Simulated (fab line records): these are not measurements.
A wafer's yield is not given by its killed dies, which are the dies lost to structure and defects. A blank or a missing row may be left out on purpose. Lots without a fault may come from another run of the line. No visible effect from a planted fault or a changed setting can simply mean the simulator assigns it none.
A struck lot beside a sound one + flow nand harc + 14 out of 1302 route steps
Sound: wafers L296.3, L296.5, L296.6. Struck: wafers L300.1, L300.2, L300.3. The cause is given at the end.
Order at every step that has rows: each side's tool, ch and its chambers, its first start. Under that, the readings that differ: sound wafers + struck wafers + difference of the means + sigmas: that difference in standard deviations of wafers without a fault.
alike: same words and numbers on both sides, and readings whose means sit less than 2 such deviations apart. not compared: any withheld reading, any reading some wafer has no value for, any bound like >300 that may hide the same value, and any number with overlapping values for which the record gives no deviation.
A row with sigmas, a row that says differs or no value, or rows on one side alone: a step with any of these is where the two part. Numbers that have no deviation but don't overlap get no sigmas and don't part them. A reading missing from all wafers of one side parts the sides only when that side holds two or more wafers.

first, 8 steps without rows for these wafers: NHARC_A_STAIRCASE_HMDS_159 (time 30 s); NHARC_A_STAIRCASE_COAT_160; NHARC_A_STAIRCASE_SOFTBAKE_161 (time 170 s); NHARC_A_STAIRCASE_EBR_162; NHARC_A_STAIRCASE_EXPOSE_163 (exposes mask STAIR OPEN); NHARC_A_STAIRCASE_PEB_164 (peb time 130 s); NHARC_A_STAIRCASE_DEVELOP_165 (time 140 s); NHARC_A_STAIRCASE_HARDBAKE_167 (time 140 s).
NHARC_A_STAIRCASE_DESCUM_168: chemistry O2, time 3 s.
  sound on rie diel-07 ch 1,2,3, day 21 22:08; struck on rie diel-10 ch 0,2,3, day 23 04:26
  alike: drypump motor current A, oes product au, rf vpp V, showerhead plenum p Torr, throttle valve pct
  not compared: rf hours counter h
NHARC_A_STAIRCASE_ETCH_169: etches the open film in CH3F/O2, target depth 50 nm, time 107.1 s.
  sound on rie diel-07 ch 1,2,3, day 21 22:13; struck on rie diel-10 ch 1,2,3, day 23 04:32
  alike: drypump motor current A, oes product au, rf vpp V, showerhead plenum p Torr, throttle valve pct
  not compared: rf hours counter h
NHARC_A_STAIRCASE_ETCH_170: etches the open film in C4F6/O2, target depth 200 nm, time 66.667 s.
  sound: rie diel-07 ch 2,3; struck: rie diel-10 ch 0,2,3
  alike: drypump motor current A, oes product au, rf vpp V, showerhead plenum p Torr, throttle valve pct
  not compared: rf hours counter h
NHARC_A_STAIRCASE_STRIP_171: strips in O2.
  sound on plasma asher-02 ch 0,1, day 21 22:42; struck on plasma asher-02 ch 0,1, day 23 04:50
  no value came back on the struck wafers for drypump motor current A (A), heater power w (W); on the sound wafers drypump motor current A (A) reads 5.76 5.69 5.74
  not compared: rf hours counter h
then, 1 step without rows for these wafers: NHARC_A_STAIRCASE_STRIP_172 (strips in SPM, time 900 s).
-- record jumps: 9 days between struck wafers' starts before vs after; left off in module A_STAIRCASE, resumes in module END, first step shown is number 1302 of the route --
NHARC_END_SORT_01:
  only the struck wafers appear in the record here, on prober-02 ch 0 at day 31 23:56; the sound ones have no rows

## WHERE THEY PART
Earliest at NHARC_A_STAIRCASE_STRIP_171; latest, in this record, at NHARC_END_SORT_01.

WHY: whatever the simulator had introduced
Entire step skipped (plasma asher-02, NHARC_A_STAIRCASE_STRIP_171), from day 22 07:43 onward. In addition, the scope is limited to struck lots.
